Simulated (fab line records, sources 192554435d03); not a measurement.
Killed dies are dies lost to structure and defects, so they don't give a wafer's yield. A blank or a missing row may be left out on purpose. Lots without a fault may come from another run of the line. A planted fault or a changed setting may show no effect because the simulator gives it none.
Chamber matching | flow n5_finfet | N5_BEOL_M5_CURE_80 on uv_cure-03: 3 sister chambers
The step cures SiCOH lowk, time 120 s. 6 wafers are shown with their chamber, then 12 later ones without.

WAFERS WITH THEIR CHAMBER
wafer  | chamber | lamp_power_pct (%) | wafer_temp_C_max
L080.4 | 0       | 52.38              | 371.4
L080.5 | 0       | 52.48              | 371.5
L088.4 | 1       | 52.33              | 371.6
L088.6 | 1       | 52.33              | 371.0
L087.4 | 2       | 52.28              | 371.2
L087.6 | 2       | 52.32              | 371.7

WAFERS WITHOUT THEIR CHAMBER
wafer  | lamp_power_pct (%) | wafer_temp_C_max
L093.1 | 52.35              | 371.1
L093.3 | 52.31              | 371.0
L093.4 | 52.36              | 370.6
L093.2 | 52.50              | 371.3
L093.5 | 52.33              | 371.4
L093.6 | 52.25              | 370.9
L095.1 | 52.27              | 371.5
L095.2 | 52.19              | 371.0
L095.3 | 52.33              | 371.2
L096.3 | 52.33              | 371.0
L096.5 | 52.38              | 370.8
L096.6 | 52.25              | 371.4

WHICH CHAMBER EACH WENT THROUGH
wafer  | from the rows above          | in truth
L093.1 | can't be placed: 1 or 2 or 0 | 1
L093.3 | can't be placed: 1 or 2      | 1
L093.4 | can't be placed: 1 or 2 or 0 | 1
L093.2 | 0                            | 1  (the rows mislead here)
L093.5 | can't be placed: 1 or 2 or 0 | 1
L093.6 | can't be placed: 2 or 1      | 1
L095.1 | can't be placed: 2 or 1      | 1
L095.2 | can't be placed: 2 or 1      | 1
L095.3 | can't be placed: 1 or 2      | 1
L096.3 | can't be placed: 1 or 2 or 0 | 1
L096.5 | can't be placed: 1 or 0 or 2 | 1
L096.6 | can't be placed: 2 or 1      | 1
Placed correctly: 0 of 12. Can't be placed from these rows: 11 (the true chamber is among the candidates in 11). Placed wrongly: 1.
How it was worked out, from the rows above alone: a wafer's distance from a chamber is the root of the sum, over the readings, of the square of ((its reading less the chamber's mean) divided by the reading's scatter). The wafer belongs to the nearest chamber; if the next one is less than 2 further off, it can't be placed. A chamber's mean is the mean of its shown wafers. The scatter: the root of (the sum of the squares of (reading less its chamber's mean) over the shown wafers, divided by (wafers less chambers)).
